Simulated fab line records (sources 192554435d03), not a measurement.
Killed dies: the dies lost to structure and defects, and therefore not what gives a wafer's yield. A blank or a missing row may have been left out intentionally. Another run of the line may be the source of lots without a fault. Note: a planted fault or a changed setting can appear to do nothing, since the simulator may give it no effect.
Chamber matching / flow n5Finfet / rieDiel-04 running N5_BEOL_M14_DESCUM_33: 3 sister chambers
The step chemistry O2, time 7.9 s. 3 wafers are shown with their chamber, then 5 later ones without.

WAFERS, EACH WITH ITS CHAMBER
wafer=L084.6; chamber=1; showerheadPlenumPTorr (Torr)=2.24
wafer=L087.1; chamber=2; showerheadPlenumPTorr (Torr)=2.01
wafer=L087.6; chamber=3; showerheadPlenumPTorr (Torr)=2.13

WAFERS WITHOUT THEIR CHAMBER
wafer=L091.4; showerheadPlenumPTorr (Torr)=2.13
wafer=L091.5; showerheadPlenumPTorr (Torr)=2.23
wafer=L092.3; showerheadPlenumPTorr (Torr)=2.23
wafer=L093.3; showerheadPlenumPTorr (Torr)=2.12
wafer=L093.6; showerheadPlenumPTorr (Torr)=2.12

EACH ONE'S CHAMBER
wafer=L091.4; from the rows above=3; in truth=3
wafer=L091.5; from the rows above=1; in truth=1
wafer=L092.3; from the rows above=1; in truth=1
wafer=L093.3; from the rows above=3; in truth=3
wafer=L093.6; from the rows above=3; in truth=3
Correctly placed: 5 of 5. Not placeable from these rows: 0. Wrongly placed: 0.
How it was worked out, from the rows above alone: a wafer's distance from a chamber is the root of the sum, over the readings, of the square of ((its reading less the chamber's mean) divided by the reading's scatter). If the next closest chamber is less than 2 further off than the closest, the wafer can't be placed; otherwise it belongs to the closest. For every chamber, the mean is computed from those of its wafers that are shown. The scatter (one wafer shown for each chamber): square how far every hidden wafer sits from the nearest shown wafer, average those squares and take the square root.
